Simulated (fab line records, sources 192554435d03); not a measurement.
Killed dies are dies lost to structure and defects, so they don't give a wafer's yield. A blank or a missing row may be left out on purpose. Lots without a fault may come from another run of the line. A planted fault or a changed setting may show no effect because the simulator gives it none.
fab line records | flow n5_finfet
record lots=11 wafers=30 last_day=16
route steps=1938 shown BEOL_M15@1824 MIM_TOP_ETCH@1852 MIM_BOT_ETCH@1868 PASSIVATION@1930
lots that met no fault: from a run of the same line without faults
start_h: hours from the record's first day to the start of the lot's first wafer shown | wait_h: hours since the lot's step before | " the same as in the row above | L1.1+2: a row that stands for several wafers | - no value, or no start given | * or withheld: withheld | < > ~ a bound
route shown NAME@n: a module of which the file shows steps, and the number in the route of the first | usual: mean/standard deviation of fault-free wafers | same: alike in all rows | chamber/n: place in a boat | sites: the reading at each site | _std_site: their standard deviation | _edge_site: outer sites' mean less inner sites' | radius_mm: how far each site lies from the wafer's centre | mask NAME#n: copy n | behind: the tool/chamber that last shaped the wafer | hold: why the lot was held/for how many hours/how that ended | device: the transistor (n, p or np) that didn't switch | end of line: the same wafers' tests at the end of the route | a step without rows: its recipe alone | killed: dies lost to structure and defects at the first sort, not the wafer's yield | map: a wafer's dies, x killed, . not, _ none there
set.NAME: the setting as run; set.NAME@STEP: as run at that earlier step | model.NAME: the simulator's own value behind a step, which no gauge read
steps of the route over a sample of lots; a table a step, a row a wafer
services: from which hour (start_h, from the record's first day; less than 0 if before it) a tool's chamber was out of use, for how many hours, and why
## steps
# step N5_BEOL_M15_CMP_49
# recipe stop_on=SiO2 t_overpolish_s=4.9 down_force_psi=2 platen_rpm=80 clearing_platen_down_force_psi=2 clearing_platen_rpm=80 post_cmp_clean=cu_alkaline target_thk_nm=850 clearing_platen_pad_velocity_m_s=1.5917 pad_velocity_m_s=1.5917
# usual barrier_field_endpoint_s=11.3/0.37 motor_current_A=8.1/0.73 overpolish_run_s=4.901/0.0092 platen_rpm=80.00/0.055 slurry_flow_ml_min=150.0/0.52
# columns lot.wafer tool chamber start_h wait_h barrier_field_endpoint_s motor_current_A overpolish_run_s platen_rpm slurry_flow_ml_min
L465.2 cmp-02 1 260.55 0.3 11.6 9.0 4.900 79.89 149.3
L465.5 " 3 " " 11.7 8.0 4.898 80.04 150.3
L465.6 " 0 " " 11.9 8.0 4.884 80.07 150.0
L467.2 cmp-03 2 263.84 0.3 10.9 7.8 4.909 79.99 150.8
L467.4 " 3 " " 11.7 7.3 4.912 79.92 149.6
L467.6 " 1 " " 11.2 7.9 4.892 80.07 150.0
L469.1 cmp-03 2 280.32 0.3 11.0 8.4 4.901 79.97 149.6
L469.5 " 3 " " 11.1 6.9 4.914 80.04 149.6
L471.4 cmp-03 1 290.19 0.2 11.0 7.8 4.910 80.10 149.3
L471.1 " 2 " " 11.0 8.2 4.910 79.98 149.9
L471.5 " 0 " " 10.8 9.4 4.903 80.00 150.5
L472.2 cmp-02 1 299.42 0.3 11.5 9.0 4.893 80.00 149.7
L472.4 " 2 " " 10.7 7.2 4.904 79.99 149.9
L474.2 cmp-02 1 316.27 0.2 11.6 9.1 4.905 80.00 150.2
L474.1 " 2 " " 11.0 7.3 4.911 80.03 150.5
L474.4 " 3 " " 11.7 7.7 4.888 80.00 150.1
L476.2 cmp-02 1 327.01 0.2 10.9 8.9 4.907 79.95 150.1
L476.4 " 3 " " 11.0 8.1 4.888 80.02 149.8
L476.5 " 1 " " 11.0 8.6 4.905 79.88 150.7
L478.4 cmp-02 2 343.15 0.3 11.0 7.1 4.910 80.06 150.0
L478.6 " 2 " " 10.9 7.2 4.901 79.98 149.3
L478.5 " 3 " " 11.1 8.2 4.898 79.98 149.4
L480.3 cmp-04 1 357.27 0.2 11.4 8.4 4.902 80.04 150.5
L480.2 " 0 " " 11.7 7.9 4.908 80.00 150.3
L480.5 " 2 " " 11.7 7.0 4.907 79.94 150.3
L484.2 cmp-04 3 363.56 0.2 11.0 9.5 4.907 80.12 150.1
L484.3 " 0 " " 11.6 7.4 4.905 80.03 150.5
L485.4 cmp-02 2 374.13 0.2 11.3 7.2 4.890 80.07 149.0
L485.2 " 3 " " 11.4 8.1 4.901 79.96 150.5
L485.5 " 1 " " 11.4 8.7 4.908 79.89 149.4
# step N5_MIM_TOP_ETCH_STRIP_01
# recipe chemistry=O2 power_w=600 temp_c=60 pressure_mtorr=30 rf_frequency_hz=6e+07 bias_power_w=0 overash_fraction=0.5 o2_flow_sccm=225
# usual drypump_motor_current_A=5.9/0.6 oes_product_au=0.76/0.059 rf_vpp_V=3.7/1.5 showerhead_plenum_p_Torr=2.08/0.06 temp_c=59.99/0.11 throttle_valve_pct=16.66/0.2
# columns lot.wafer tool chamber start_h wait_h drypump_motor_current_A oes_product_au rf_hours_counter_h rf_vpp_V showerhead_plenum_p_Torr temp_c throttle_valve_pct
L465.2 rie_diel-04 1 265.45 0.1 5.0 0.84 57 3.1 2.16 59.87 16.76
L465.5 " 2 " " 5.8 0.71 - 5.1 2.01 60.03 16.68
L465.6 " 3 " " 6.7 0.79 - 3.4 2.02 59.93 16.54
L467.2 rie_diel-02 1 268.61 0.2 5.3 0.74 189 3.0 2.05 60.21 16.53
L467.4 " 1 " " 5.4 0.73 - 2.3 2.05 60.01 16.56
L467.6 " 3 " " 6.0 0.68 - 4.3 2.10 59.90 17.16
L469.1 rie_diel-01 0 284.84 0.3 5.1 0.85 71 3.2 2.05 60.20 16.44
L469.5 " 0 " " 5.1 0.86 - 0.9 2.05 60.15 16.43
L471.1 rie_diel-01 3 295.98 0.2 6.3 0.71 216 3.1 2.09 59.97 16.59
L471.4 " 1 " " 6.4 0.83 80 1.4 2.12 60.08 16.81
L471.5 " 3 " " 6.3 0.72 - 2.9 2.09 59.89 16.60
L472.2 rie_diel-01 3 303.50 0.3 6.3 0.70 219 7.0 2.09 59.74 16.63
L472.4 " 0 " " 5.1 0.86 77 3.0 2.05 60.09 16.46
L474.1 rie_diel-02 0 320.51 0.1 5.6 0.87 34 3.8 2.13 59.92 16.59
L474.2 " 3 " " 5.9 0.66 217 8.0 2.09 60.00 17.21
L474.4 " 2 " " 6.2 0.82 58 1.7 2.21 59.99 16.51
L476.2 rie_diel-02 1 331.58 0.2 5.3 0.72 205 3.4 2.05 59.73 16.56
L476.4 " 3 " " 6.0 0.67 222 3.5 2.09 60.00 17.23
L476.5 " 1 " " 5.4 0.72 - 6.6 2.05 59.88 16.55
L478.4 rie_diel-04 3 347.92 0.1 6.7 0.74 190 2.7 2.01 60.17 16.53
L478.5 " 1 " " 5.0 0.81 - 3.9 2.15 60.14 16.83
L478.6 " 0 " " 6.1 0.69 - 3.6 2.14 60.12 16.79
L480.2 rie_diel-01 3 360.70 0.1 6.3 0.68 234 4.0 2.08 60.06 16.66
L480.3 " 2 " " 6.8 0.74 177 2.5 2.01 59.97 16.40
L480.5 " 2 " " 6.8 0.75 - 2.0 2.01 59.99 16.44
L484.2 rie_diel-04 3 368.10 0.1 6.7 0.74 195 1.3 2.01 60.08 16.57
L484.3 " 0 " " 6.1 0.69 231 5.7 2.14 59.96 16.81
L485.2 rie_diel-01 1 380.12 0.1 6.4 0.81 104 3.5 2.11 59.99 16.83
L485.4 " 0 " " 5.1 0.82 98 4.8 2.04 60.03 16.48
L485.5 " 3 " " 6.2 0.68 - 0.8 2.08 59.90 16.63
# step N5_MIM_BOT_ETCH_ETCH_00
# recipe chemistry=Cl2/BCl3 target=TiN target_depth_a=455 ion_energy_ev=150 pressure_mtorr=10 icp_w=1000 bias_w=126 Cl2_flow_sccm=53.25 bcl3_flow_sccm=21.75 Ar_flow_sccm=25
# usual bcl3_flow_sccm=21.74/0.067 bias_w=125.9/0.41 drypump_motor_current_A=5.86/0.21 oes_product_au=0.78/0.038 throttle_valve_pct=22.0/0.38
# columns lot.wafer tool chamber start_h wait_h bcl3_flow_sccm bias_w drypump_motor_current_A oes_product_au rf_hours_counter_h throttle_valve_pct
L465.2 rie_metal-02 1 266.20 0.1 21.67 125.3 5.88 0.83 38 22.6
L465.5 " 0 " " 21.75 126.1 6.03 0.84 - 21.7
L465.6 " 1 " " 21.74 125.4 5.88 0.83 - 22.5
L467.2 rie_metal-01 1 269.36 0.1 21.71 125.6 5.24 0.70 66 22.0
L467.4 " 0 " " 21.72 125.9 5.96 0.74 - 21.6
L467.6 " 1 " " 21.75 126.3 5.21 0.71 - 22.0
L469.1 rie_metal-03 0 285.78 0.1 21.71 126.3 5.76 0.76 63 21.8
L469.5 " 0 " " 21.72 126.3 5.80 0.77 - 21.8
L471.1 rie_metal-01 0 296.95 0.1 21.82 125.9 5.93 0.74 47 21.6
L471.4 " 0 " " 21.81 125.8 5.93 0.74 - 21.6
L471.5 " 0 " " 21.67 126.1 5.93 0.75 - 21.6
L472.2 rie_metal-02 0 304.25 0.1 21.68 126.3 6.00 0.84 20 21.7
L472.4 " 1 " " 21.68 126.2 5.85 0.82 - 22.6
L474.1 rie_metal-02 0 321.29 0.1 21.70 125.1 6.01 0.83 21 21.7
L474.2 " 1 " " 21.74 126.0 5.91 0.81 44 22.5
L474.4 " 0 " " 21.79 125.9 6.00 0.83 - 21.7
L476.2 rie_metal-02 1 333.44 0.1 21.65 126.5 5.92 0.81 45 22.6
L476.4 " 0 " " 21.79 126.0 6.03 0.82 - 21.7
L476.5 " 0 " " 21.66 126.3 6.02 0.81 - 21.7
L478.4 rie_metal-02 1 348.92 0.1 21.73 125.5 5.88 0.81 - 22.6
L478.5 " 1 " " 21.71 125.5 5.84 0.80 - 22.6
L478.6 " 0 " " 21.73 126.2 6.01 0.81 - 21.7
L480.2 rie_metal-02 1 361.91 0.1 21.77 126.0 5.86 0.80 48 22.6
L480.3 " 1 " " 21.79 126.1 5.87 0.80 - 22.6
L480.5 " 1 " " 21.78 126.6 5.89 0.80 - 22.6
L484.2 rie_metal-02 0 368.88 0.1 21.82 126.4 6.00 0.80 26 21.7
L484.3 " 0 " " 21.87 126.4 6.02 0.80 - 21.7
L485.2 rie_metal-02 1 380.88 0.1 21.85 126.3 5.89 0.79 50 22.6
L485.4 " 0 " " 21.86 125.4 6.01 0.80 - 21.7
L485.5 " 0 " " 21.87 125.5 6.01 0.80 - 21.7
# step N5_PASSIVATION_ETCH_54
# recipe chemistry=CHF3/O2 target=SiO2 target_depth_a=8800 CHF3_flow_sccm=50 O2_flow_sccm=5 Ar_flow_sccm=200 time_s=440 mask_material=PR pressure_mtorr=30 source_w=650 bias_w=170 ion_energy_ev=200
# usual bias_w=170.0/0.54 drypump_motor_current_A=5.5/0.5 oes_product_au=0.84/0.066 rf_vpp_V=521/12 showerhead_plenum_p_Torr=2.39/0.053 throttle_valve_pct=18.79/0.16
# columns lot.wafer tool chamber start_h wait_h bias_w drypump_motor_current_A oes_product_au rf_hours_counter_h rf_vpp_V showerhead_plenum_p_Torr throttle_valve_pct
L465.2 rie_diel-06 3 271.20 0.1 170.6 4.8 0.67 241 516 2.50 19.23
L465.5 " 1 " " 170.7 5.9 0.97 - 519 2.38 18.90
L465.6 " 2 " " 169.6 4.7 0.89 - 509 2.35 18.70
L467.2 rie_diel-03 3 276.46 0.1 170.2 5.5 0.90 21 534 2.43 18.57
L467.4 " 3 " " 170.0 5.5 0.90 - 534 2.43 18.58
L467.6 " 0 " " 170.1 6.3 0.89 - 535 2.38 18.93
L469.1 rie_diel-06 0 291.44 0.1 170.1 5.2 0.83 75 506 2.45 18.56
L469.5 " 2 " " 169.0 4.7 0.88 - 511 2.34 18.72
L471.1 rie_diel-03 3 301.86 0.1 170.4 5.5 0.87 31 533 2.42 18.59
L471.4 " 0 " " 171.0 6.3 0.87 46 534 2.37 18.97
L471.5 " 2 " " 169.9 5.8 0.82 - 536 2.44 18.64
L472.2 rie_diel-03 0 311.79 0.1 169.0 6.3 0.87 51 534 2.37 18.98
L472.4 " 3 " " 171.0 5.5 0.87 32 533 2.42 18.58
L474.1 rie_diel-06 3 328.39 0.1 171.4 4.9 0.96 2 516 2.49 18.81
L474.2 " 2 " " 169.5 4.7 0.85 51 509 2.34 18.74
L474.4 " 1 " " 169.5 5.9 0.90 28 518 2.37 18.93
L476.2 rie_diel-03 1 338.90 0.1 193.1 5.9 0.84 71 580 2.33 18.71
L476.4 " 3 " " 170.2 5.5 0.86 44 534 2.42 18.62
L476.5 " 1 " " 193.7 5.8 0.84 - 578 2.33 18.72
L478.4 rie_diel-03 1 356.46 0.1 193.3 5.9 0.83 78 579 2.32 18.72
L478.5 " 3 " " 170.6 5.5 0.86 - 531 2.42 18.61
L478.6 " 2 " " 169.7 5.8 0.81 - 535 2.43 18.68
L480.2 rie_diel-03 2 369.47 0.1 170.6 5.8 0.81 115 536 2.43 18.68
L480.3 " 1 " " 192.9 5.9 0.83 83 579 2.32 18.73
L480.5 " 2 " " 169.9 5.8 0.80 - 536 2.42 18.70
L484.2 rie_diel-05 2 375.30 0.1 169.1 4.8 0.68 233 498 2.28 19.00
L484.3 " 0 " " 170.3 5.9 0.79 111 516 2.33 18.99
L485.2 rie_diel-05 0 387.27 0.1 169.2 5.9 0.79 115 516 2.33 19.00
L485.4 " 3 " " 169.7 6.1 0.94 16 519 2.36 18.68
L485.5 " 3 " " 169.2 6.1 0.93 - 520 2.36 18.66
# step N5_PASSIVATION_PROBE_49
# usual defect_limited_yield=91.3/1.4 killed_at_M0_to_M3=32/9.5 killed_at_M4_up=14/5.2 killed_at_contacts=13/5.7 killed_at_front_end=41/12 killed_at_other=3.5/2.6 killed_dies=103/17 killed_open=68/14 killed_short=32/7 sort_bin_5_function=5.0/0.91 sort_bin_6_memory=3.3/0.7 sort_bin_8_speed=0.03/0.22 sort_n_pass=1076/17 sort_yield_pct=91.2/1.4
# same gross_dies=1180 killed_at_back_side=0 sort_bin_4_leakage[%]=0
# columns lot.wafer tool chamber start_h wait_h defect_limited_yield[%] killed_at_M0_to_M3 killed_at_M4_up killed_at_contacts killed_at_front_end killed_at_other killed_dies killed_open killed_short sort_bin_5_function[%] sort_bin_6_memory[%] sort_bin_8_speed[%] sort_n_pass sort_yield_pct[%]
L474.1 prober-01 - 331.17 0.0 92.6 26 8 21 32 0 87 57 28 4.4 2.5 0 1093 92.6
L474.2 prober-01 - 331.22 0.1 93.8 22 12 8 28 3 73 46 26 3.6 2.5 0 1107 93.8
L474.4 prober-01 - 331.32 0.2 90.8 22 22 17 41 7 109 67 32 5.5 2.8 0 1071 90.8
L476.2 prober-01 - 341.73 0.1 87.5 46 13 12 76 1 148 81 55 7.0 4.4 0 1032 87.5
L480.2 prober-02 - 372.36 0.1 87.5 58 16 12 60 1 147 101 35 7.1 4.2 0 1033 87.5
# killed by level:class
L474.1 MOL_CONTACT_COAG:geometric_particle:open=16 BEOL_M0_SAQP:geometric_particle:short=9 STI_FIN_REVEAL:geometric_particle:open=7 BEOL_M2:geometric_particle:open=6 STI_FIN_REVEAL:geometric_particle:short=5 MOL_CONTACT_COAG:geometric_particle:short=5 BEOL_M4:geometric_particle:open=5 STARTING-WAFER:geometric_particle:open=5
L474.2 FIN_SAQP:geometric_particle:short=11 MOL_CONTACT_COAG:geometric_particle:open=7 BEOL_M1:geometric_particle:open=6 FIN_SAQP:geometric_particle:open=5 BEOL_M3:geometric_particle:open=5 BEOL_M4:geometric_particle:open=5 STI_FIN_REVEAL:geometric_particle:open=3 BEOL_M0_SAQP:geometric_particle:short=3
L474.4 MOL_CONTACT_COAG:geometric_particle:open=14 BEOL_M4:geometric_particle:open=10 STI_FIN_REVEAL:geometric_particle:open=9 HKMG_FIN:area_etch=9 FIN_SAQP:geometric_particle:short=5 GATE_CUT:geometric_particle:short=4 BEOL_M0_SAQP:geometric_particle:short=4 BEOL_M1:geometric_particle:open=4
L476.2 FIN_SAQP:geometric_particle:open=24 BEOL_M1:geometric_particle:open=16 HKMG_FIN:area_etch=12 FIN_SAQP:geometric_particle:short=10 STI_FIN_REVEAL:geometric_particle:open=8 BEOL_M1:geometric_particle:short=8 MOL_CONTACT_COAG:geometric_particle:open=7 GATE_CUT:geometric_particle:short=7
L480.2 BEOL_M0_SAQP:geometric_particle:open=23 FIN_SAQP:geometric_particle:open=18 BEOL_M0_SAQP:geometric_particle:short=16 STI_FIN_REVEAL:geometric_particle:open=14 MOL_CONTACT_COAG:geometric_particle:open=12 HKMG_FIN:area_etch=11 BEOL_M1:geometric_particle:open=5 BEOL_M2:geometric_particle:open=5
## services
# columns tool chamber start_h hours kind
cmp-02 - 253.42 4.0 pm
cmp-04 - 256.08 18.7 pm
cmp-02 - 263.62 0.2 repair
rie_diel-02 0 264.59 16.2 repair
rie_diel-02 - 271.50 14.6 pm
cmp-02 - 273.23 0.6 repair
cmp-04 - 275.43 4.6 pm
cmp-03 - 281.20 3.0 repair
rie_metal-01 - 281.69 1.1 repair
cmp-02 - 285.49 0.8 repair
cmp-04 - 287.18 3.8 repair
cmp-03 - 302.98 5.4 pm
rie_diel-04 1 310.45 4.1 repair
cmp-04 - 314.23 4.0 pm
cmp-03 - 316.32 1.8 repair
cmp-03 - 340.67 15.1 pm
rie_metal-02 - 355.62 2.8 pm
rie_diel-04 0 360.64 2.0 repair
rie_diel-02 0 361.79 5.2 repair
cmp-03 - 366.79 3.5 pm
cmp-02 - 368.13 2.6 repair
cmp-03 - 373.84 4.0 pm
rie_diel-04 - 377.92 2.8 pm
cmp-03 - 383.44 1.5 repair
## key
first_sign step=N5_PASSIVATION_ETCH_54 reading=bias_w direction=up sigmas=44 usual=* struck=*
effect step=N5_PASSIVATION_ETCH_54 reading=rf_vpp_V direction=up sigmas=4.8 usual=521 struck=579
met_at N5_PASSIVATION_ETCH_54
struck_lots L476,L478,L480
struck_wafers L476.2,L476.5,L478.4,L480.3
baseline_loss step=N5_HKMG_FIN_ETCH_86 wafers=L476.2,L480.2
not_acting_at N5_BEOL_M15_CMP_49,N5_MIM_TOP_ETCH_STRIP_01,N5_MIM_BOT_ETCH_ETCH_00
fault kind=process_parameter_drift tool=rie_diel-03 chamber=1 onset_h=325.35 steps=N5_PASSIVATION_ETCH_54 channel=bias_w offset=* shape=step end_h=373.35 acts_in=* stated=*
# baseline_loss: these wafers lose ten dies or more at that step, a loss of the line's own and not of a fault; the sort's usual values leave them out
